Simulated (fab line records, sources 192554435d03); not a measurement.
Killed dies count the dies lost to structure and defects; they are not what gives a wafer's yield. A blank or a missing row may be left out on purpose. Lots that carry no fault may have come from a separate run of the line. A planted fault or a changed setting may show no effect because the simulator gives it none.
Matching of chambers | flow n5_finfet | 4 sister chambers for N5_BEOL_M10_ALD_74 on ald_metal-02
The step deposits TaN, target thk 2 nm, pulse time 2 s, purge time 3 s. 8 wafers are shown with their chamber, then 12 later ones without.

== WAFERS WITH THEIR CHAMBER ==
wafer  | chamber | heater_power_w (W) | mfc_carrier_sccm (sccm)
L082.2 | 3       | 487                | 1496
L085.6 | 0       | 430                | 1507
L089.1 | 2       | 393                | 1492
L089.2 | 1       | 382                | 1502
L089.3 | 0       | 424                | 1503
L089.4 | 3       | 476                | 1502
L089.5 | 2       | 397                | 1496
L089.6 | 1       | 382                | 1500

== WAFERS MISSING THEIR CHAMBER ==
wafer  | heater_power_w (W) | mfc_carrier_sccm (sccm)
L092.2 | 440                | 1505
L092.4 | 375                | 1503
L092.6 | 385                | 1499
L096.1 | 425                | 1501
L096.2 | 387                | 1503
L096.3 | 409                | 1498
L094.1 | 486                | 1490
L094.2 | 389                | 1502
L094.6 | 431                | 1492
L095.1 | 399                | 1496
L095.3 | 482                | 1499
L095.5 | 398                | 1498

== THE CHAMBER EACH PASSED THROUGH ==
wafer  | from the rows above     | in truth
L092.2 | 0                       | 0
L092.4 | 1                       | 1
L092.6 | can't be placed: 1 or 2 | 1
L096.1 | 0                       | 0
L096.2 | 1                       | 1
L096.3 | can't be placed: 2 or 0 | 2
L094.1 | 3                       | 3
L094.2 | can't be placed: 1 or 2 | 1
L094.6 | 0                       | 0
L095.1 | 2                       | 2
L095.3 | 3                       | 3
L095.5 | 2                       | 2
Placed correctly: 9 of 12. Cannot be placed on the basis of these rows: 3; the candidates contain the true chamber in 3. Wrongly placed: 0.
How it was worked out, from the rows above alone: a wafer's distance from a chamber is the root of the sum, over the readings, of the square of ((its reading less the chamber's mean) divided by the reading's scatter). If the next closest chamber is less than 2 further off than the closest, the wafer can't be placed; otherwise it belongs to the closest. A chamber's mean is the mean of its shown wafers. How the scatter is found: for the shown wafers, subtract from each reading the mean of its chamber, square and add these, divide the total by (wafers less chambers), then take the root.
